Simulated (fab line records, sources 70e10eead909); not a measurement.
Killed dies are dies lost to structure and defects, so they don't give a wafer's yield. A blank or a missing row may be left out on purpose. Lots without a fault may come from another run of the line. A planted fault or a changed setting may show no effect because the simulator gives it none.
Chamber matching | flow nand_harc | NHARC_A_STAIRCASE_DESCUM_443 on rie_diel-06: 3 sister chambers
The step chemistry O2, time 3 s. 14 wafers are shown with their chamber, then 7 later ones without.

WAFERS WITH THEIR CHAMBER
wafer  | chamber | drypump_motor_current_A (A) | showerhead_plenum_p_Torr (Torr) | oes_product_au (a.u.)
L075.1 | 2       | 5.0                         | 1.96                            | 1.000
L075.4 | 1       | 6.0                         | 1.85                            | 0.997
L075.6 | 2       | 5.0                         | 1.96                            | 1.002
L080.3 | 3       | 6.1                         | 1.94                            | 1.006
L080.4 | 2       | 5.0                         | 1.95                            | 0.999
L080.6 | 1       | 6.0                         | 1.85                            | 0.985
L081.1 | 2       | 5.0                         | 1.95                            | 1.017
L081.4 | 3       | 6.1                         | 1.94                            | 1.005
L081.5 | 1       | 6.1                         | 1.85                            | 1.002
L085.2 | 3       | 6.1                         | 1.93                            | 1.014
L085.4 | 1       | 6.0                         | 1.84                            | 0.997
L085.6 | 2       | 5.0                         | 1.95                            | 1.008
L090.1 | 1       | 6.0                         | 1.84                            | 0.984
L090.2 | 3       | 6.1                         | 1.93                            | 0.998

SIGNATURES (means of the wafers above)
reading                  | chamber 1 | chamber 2 | chamber 3 | scatter within a chamber
drypump_motor_current_A  | 6.020     | 5.000     | 6.100     | 0.027
showerhead_plenum_p_Torr | 1.8460    | 1.9540    | 1.9350    | 0.00556
oes_product_au           | 0.99300   | 1.00520   | 1.00575   | 0.00744
Rule: a wafer's distance from a chamber is the root of the sum, over the readings, of the square of ((its reading less the chamber's mean) divided by the reading's scatter). The wafer belongs to the nearest chamber; if the next one is less than 2 further off, it can't be placed. The scatter: the root of (the sum of the squares of (reading less its chamber's mean) over the shown wafers, divided by (wafers less chambers)).

WAFERS WITHOUT THEIR CHAMBER
wafer  | drypump_motor_current_A (A) | showerhead_plenum_p_Torr (Torr) | oes_product_au (a.u.)
L090.5 | 6.1                         | 1.93                            | 0.992
L088.2 | 6.0                         | 1.84                            | 0.997
L088.4 | 6.1                         | 1.93                            | 1.001
L088.5 | 5.0                         | 1.94                            | 1.014
L095.3 | 6.0                         | 1.84                            | 0.982
L095.4 | 5.0                         | 1.94                            | 0.996
L095.6 | 6.0                         | 1.84                            | 0.982

WHICH CHAMBER EACH WENT THROUGH
wafer  | from the rows above | in truth
L090.5 | 3                   | 3
L088.2 | 1                   | 1
L088.4 | 3                   | 3
L088.5 | 2                   | 2
L095.3 | 1                   | 1
L095.4 | 2                   | 2
L095.6 | 1                   | 1
Placed correctly: 7 of 7. Can't be placed from these rows: 0. Placed wrongly: 0.
